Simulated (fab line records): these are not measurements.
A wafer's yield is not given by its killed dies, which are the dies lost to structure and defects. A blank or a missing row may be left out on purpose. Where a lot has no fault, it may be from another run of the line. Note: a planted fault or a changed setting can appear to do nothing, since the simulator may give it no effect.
Which of the tools did it? -- flow n5-finfet -- 24 lots, 72 wafers sampled, at 5 steps of a route of 1938

## WHAT EACH GAUGE READ, for each wafer
N5_BEOL_M5_INSPECT_13: inspects for defects (brightfield). Usual: raw-defect-count at 471, with a standard deviation of 110.
lot,measured,on,raw-defect-count,flag
L074,day 7 21:06,defect-inspect-02,479 502 455,
L075,day 8 02:48,defect-inspect-01,499 536 511,
L076,day 8 17:33,defect-inspect-02,550 610 599,
L077,day 8 18:40,defect-inspect-02,594 515 508,
L078,day 8 20:04,defect-inspect-01,455 503 463,
L079,day 8 21:46,defect-inspect-01,471 507 550,
L080,day 9 02:15,defect-inspect-02,356 319 432,
L081,day 9 17:46,defect-inspect-01,328 389 331,
L082,day 10 03:31,defect-inspect-01,311 627 318,
L083,day 10 09:17,defect-inspect-02,505 416 400,
L084,day 10 12:26,defect-inspect-02,504 654 494,
L085,day 10 12:32,defect-inspect-01,622 485 443,
L086,day 11 05:56,defect-inspect-01,398 290 316,
L088,day 11 06:08,defect-inspect-01,531 500 409,
L087,day 11 09:53,defect-inspect-01,582 629 671,
L089,day 11 22:50,defect-inspect-02,633 514 521,
L090,day 12 06:17,defect-inspect-01,460 456 557,
L091,day 12 07:20,defect-inspect-02,413 514 246,
L092,day 12 13:04,defect-inspect-01,347 339 330,
L093,day 12 19:32,defect-inspect-02,403 375 435,
L094,day 12 23:14,defect-inspect-01,412 673 469,
L095,day 13 06:37,defect-inspect-02,506 408 526,
L096,day 13 15:11,defect-inspect-02,706 604 565,
L097,day 13 15:29,defect-inspect-01,541 477 590,

N5_BEOL_M5_OCD_MEAS_38. Usual: trench-depth-nm at 71.3 nm, with a standard deviation of 1.7.
lot,measured,on,trench-depth-nm (nm),flag
L074,day 7 23:50,ocd-01,69.6 71.3 71.6,
L075,day 8 04:28,ocd-02,74.0 71.1 70.7,
L076,day 8 19:26,ocd-01,73.2 70.6 71.2,
L077,day 8 20:07,ocd-01,74.7 71.5 74.2,
L078,day 8 22:02,ocd-02,68.1 67.7 73.3,
L079,day 9 01:11,ocd-02,72.6 69.9 71.0,
L080,day 9 05:02,ocd-02,72.8 70.6 71.4,
L081,day 9 22:59,ocd-02,69.9 67.0 70.2,
L082,day 10 04:57,ocd-02,71.4 68.0 70.6,
L083,day 10 12:00,ocd-01,71.6 72.0 70.2,
L084,day 10 14:38,ocd-01,74.1 73.4 74.4,
L085,day 10 14:49,ocd-02,69.7 71.7 67.9,
L086,day 11 07:30,ocd-01,73.6 70.8 73.2,
L088,day 11 08:00,ocd-01,74.1 73.0 72.8,
L087,day 11 13:42,ocd-02,72.4 71.0 68.8,
L089,day 12 00:16,ocd-02,71.2 70.5 69.4,
L090,day 12 10:10,ocd-02,72.9 70.2 73.3,
L091,day 12 12:01,ocd-02,69.7 71.3 71.3,
L092,day 12 16:03,ocd-02,70.1 71.9 72.0,
L093,day 12 22:39,ocd-01,70.6 68.0 72.1,
L094,day 13 02:25,ocd-01,72.2 70.3 72.5,
L095,day 13 10:12,ocd-02,72.3 71.2 72.8,
L096,day 13 16:47,ocd-02,72.2 72.5 72.6,
L097,day 13 19:14,ocd-02,67.4 67.3 70.4,

N5_BEOL_M6_CD_MEAS_11: target cd 38.5 nm. Usual: cd-nm at 38.5 nm, with a standard deviation of 0.65.
lot,measured,on,cd-nm (nm),flag
L074,day 8 08:49,cd-sem-01,39.1 38.2 38.1,
L075,day 8 16:54,cd-sem-01,38.7 39.0 39.2,
L076,day 9 04:31,cd-sem-02,38.9 38.8 37.7,
L077,day 9 05:12,cd-sem-01,38.1 37.8 38.3,
L078,day 9 07:44,cd-sem-01,39.8 39.5 38.9,
L079,day 9 09:57,cd-sem-03,37.8 39.3 38.1,
L080,day 9 14:29,cd-sem-01,37.3 38.0 37.1,
L081,day 10 08:54,cd-sem-03,38.9 38.8 37.8,
L082,day 10 15:36,cd-sem-01,38.9 38.6 38.0,
L083,day 11 05:30,cd-sem-02,37.9 38.4 39.3,
L084,day 10 22:56,cd-sem-03,38.4 39.7 39.8,
L085,day 11 02:21,cd-sem-02,38.6 38.2 37.6,
L086,day 11 18:30,cd-sem-02,39.1 38.9 37.8,
L088,day 11 18:07,cd-sem-02,38.3 39.1 38.6,
L087,day 11 22:46,cd-sem-02,38.6 38.7 38.4,
L089,day 12 09:25,cd-sem-03,37.9 38.2 39.3,
L090,day 12 19:26,cd-sem-03,38.6 39.5 39.5,
L091,day 12 23:22,cd-sem-03,37.3 38.2 38.7,
L092,day 13 03:04,cd-sem-02,38.4 38.2 38.1,
L093,day 13 10:43,cd-sem-01,39.2 38.5 39.1,
L094,day 13 11:28,cd-sem-01,38.9 38.7 38.3,
L095,day 13 19:56,cd-sem-03,38.8 38.9 39.3,
L096,day 14 03:43,cd-sem-01,37.7 37.6 38.6,
L097,day 14 04:14,cd-sem-02,36.9 38.2 38.1,

## EACH LOT AND THE TOOL THAT RAN IT (in order: tool; ch and the chambers of the sampled wafers; start)
lot,N5_BEOL_M5_DESCUM_33,N5_BEOL_M5_SPUTTER_81
L074,"rie-diel-01 ch 1,3, day 7 23:25","pvd-sputter-03, day 8 02:42"
L075,"rie-diel-01 ch 0,1,2, day 8 04:03","pvd-sputter-03, day 8 08:02"
L076,"rie-diel-01 ch 0,2,3, day 8 19:01","pvd-sputter-02, day 8 21:36"
L077,"rie-diel-04 ch 0,3, day 8 19:42","pvd-sputter-03, day 8 22:21"
L078,"rie-diel-05 ch 0,3, day 8 21:37","pvd-sputter-01, day 9 00:40"
L079,"rie-diel-05 ch 0,1,2, day 9 00:46","pvd-sputter-03, day 9 03:55"
L080,"rie-diel-05 ch 0,1,2, day 9 04:37","pvd-sputter-02, day 9 07:45"
L081,"rie-diel-05 ch 1,2,3, day 9 22:34","pvd-sputter-01, day 10 01:54"
L082,"rie-diel-05 ch 1,2,3, day 10 04:32","pvd-sputter-03, day 10 09:01"
L083,"rie-diel-04 ch 0,1,2, day 10 11:35","pvd-sputter-03, day 10 14:25"
L084,"rie-diel-04 ch 2,3, day 10 14:13","pvd-sputter-02, day 10 17:04"
L085,"rie-diel-05 ch 0,1,3, day 10 14:23","pvd-sputter-01, day 10 17:44"
L086,"rie-diel-04 ch 0,2,3, day 11 07:05","pvd-sputter-01, day 11 10:19"
L088,"rie-diel-04 ch 1,2,3, day 11 07:35","pvd-sputter-02, day 11 10:43"
L087,"rie-diel-05 ch 0,1,3, day 11 13:17","pvd-sputter-02, day 11 16:42"
L089,"rie-diel-01 ch 0,1,2, day 11 23:51","pvd-sputter-01, day 12 02:38"
L090,"rie-diel-04 ch 0,2, day 12 09:45","pvd-sputter-03, day 12 12:47"
L091,"rie-diel-01 ch 0,1,3, day 12 11:36","pvd-sputter-01, day 12 16:13"
L092,"rie-diel-01 ch 0,1,3, day 12 15:38","pvd-sputter-03, day 12 20:37"
L093,"rie-diel-05 ch 2,3, day 12 22:14","pvd-sputter-03, day 13 01:36"
L094,"rie-diel-01 ch 1,2,3, day 13 02:00","pvd-sputter-01, day 13 05:02"
L095,"rie-diel-01 ch 0,2, day 13 09:47","pvd-sputter-02, day 13 13:12"
L096,"rie-diel-04 ch 1,2, day 13 16:22","pvd-sputter-03, day 13 20:38"
L097,"rie-diel-05 ch 2,3, day 13 18:48","pvd-sputter-01, day 13 21:54"
- N5_BEOL_M5_DESCUM_33: chemistry O2, time 7 s.
- N5_BEOL_M5_SPUTTER_81: material Cu, target thk 15 nm, time 27.62 s.

## WHAT THE TOOLS THEMSELVES READ (means of the sampled wafers that have a number; where no wafer has one, the mark that the record gives instead)
N5_BEOL_M5_DESCUM_33. Usual: chamber-pressure-mTorr 20.000 mTorr, standard deviation 0.018; drypump-motor-current-A 5.6 A, standard deviation 0.37; oes-product-au 0.83 a.u., standard deviation 0.078; rf-vpp-V 243.7 V, standard deviation 1.1; showerhead-plenum-p-Torr 2.12 Torr, standard deviation 0.045; throttle-valve-pct 20.24 %, standard deviation 0.28.
lot,tool,chamber-pressure-mTorr (mTorr),drypump-motor-current-A (A),oes-product-au (a.u.),rf-vpp-V (V),showerhead-plenum-p-Torr (Torr),throttle-valve-pct (%),flag
L074,rie-diel-01,20.002,6.0,0.93,242.6,2.11,20.19,
L075,rie-diel-01,20.004,5.7,0.81,243.5,2.12,20.58,
L076,rie-diel-01,19.990,5.9,0.83,243.2,2.06,20.43,
L077,rie-diel-04,20.005,5.9,0.80,244.1,2.14,20.19,
L078,rie-diel-05,20.021,5.5,0.84,244.0,2.14,19.91,
L079,rie-diel-05,20.008,5.4,0.84,243.4,2.14,20.22,
L080,rie-diel-05,19.998,5.4,0.82,244.2,2.14,20.20,
L081,rie-diel-05,19.974,5.7,0.88,243.6,2.13,20.01,
L082,rie-diel-05,20.026,5.7,0.88,243.8,2.12,19.99,
L083,rie-diel-04,19.985,5.5,0.81,244.5,2.14,20.31,
L084,rie-diel-04,20.001,6.1,0.85,243.3,2.13,20.26,
L085,rie-diel-05,20.000,5.5,0.80,243.4,2.14,20.12,
L086,rie-diel-04,20.000,5.8,0.82,243.9,2.13,20.33,
L088,rie-diel-04,20.006,5.7,0.81,244.1,2.14,20.26,
L087,rie-diel-05,19.997,5.5,0.80,244.5,2.13,20.13,
L089,rie-diel-01,19.997,5.7,0.87,243.6,2.11,20.47,
L090,rie-diel-04,20.000,5.8,0.85,244.5,2.14,20.46,
L091,rie-diel-01,19.994,5.9,0.87,242.6,2.10,20.23,
L092,rie-diel-01,20.020,5.9,0.86,242.9,2.10,20.23,
L093,rie-diel-05,19.996,5.7,0.86,244.1,2.11,19.96,
L094,rie-diel-01,20.000,5.9,0.84,243.5,2.11,20.47,
L095,rie-diel-01,19.994,5.7,0.86,243.6,2.06,20.59,
L096,rie-diel-04,19.998,5.6,0.84,243.4,2.13,20.39,
L097,rie-diel-05,20.016,5.7,0.84,244.7,2.12,19.85,

N5_BEOL_M5_SPUTTER_81. Usual: throttle-valve-pct at 29.8 %, with a standard deviation of 0.73.
lot,tool,throttle-valve-pct (%),flag
L074,pvd-sputter-03,31.0,
L075,pvd-sputter-03,30.0,
L076,pvd-sputter-02,29.4,
L077,pvd-sputter-03,29.7,
L078,pvd-sputter-01,29.4,
L079,pvd-sputter-03,30.7,
L080,pvd-sputter-02,29.9,
L081,pvd-sputter-01,29.4,
L082,pvd-sputter-03,30.4,
L083,pvd-sputter-03,30.0,
L084,pvd-sputter-02,29.9,
L085,pvd-sputter-01,29.2,
L086,pvd-sputter-01,29.5,
L088,pvd-sputter-02,29.6,
L087,pvd-sputter-02,29.3,
L089,pvd-sputter-01,29.7,
L090,pvd-sputter-03,30.9,
L091,pvd-sputter-01,29.2,
L092,pvd-sputter-03,30.4,
L093,pvd-sputter-03,30.3,
L094,pvd-sputter-01,29.0,
L095,pvd-sputter-02,29.5,
L096,pvd-sputter-03,30.6,
L097,pvd-sputter-01,29.1,

## THE ANSWER, worked out from the rows above alone
Rule: a lot is off if the mean of its wafers that have a number lies more than 3 standard deviations from the usual mean. A lot without any number at a reading at which 4 lots or more have one is off too. All remaining lots with rows at the step are treated as sound. First the gauges in route order, then the tools' own readings, where a lot's mean is used as printed above. At the first step where some lot is off, the reading lying furthest off is the one used; lots without a number count as furthest.
No lot is off on any of the readings shown, so nothing can be concluded from this.

## WHAT THE SIMULATOR HAD PUT IN
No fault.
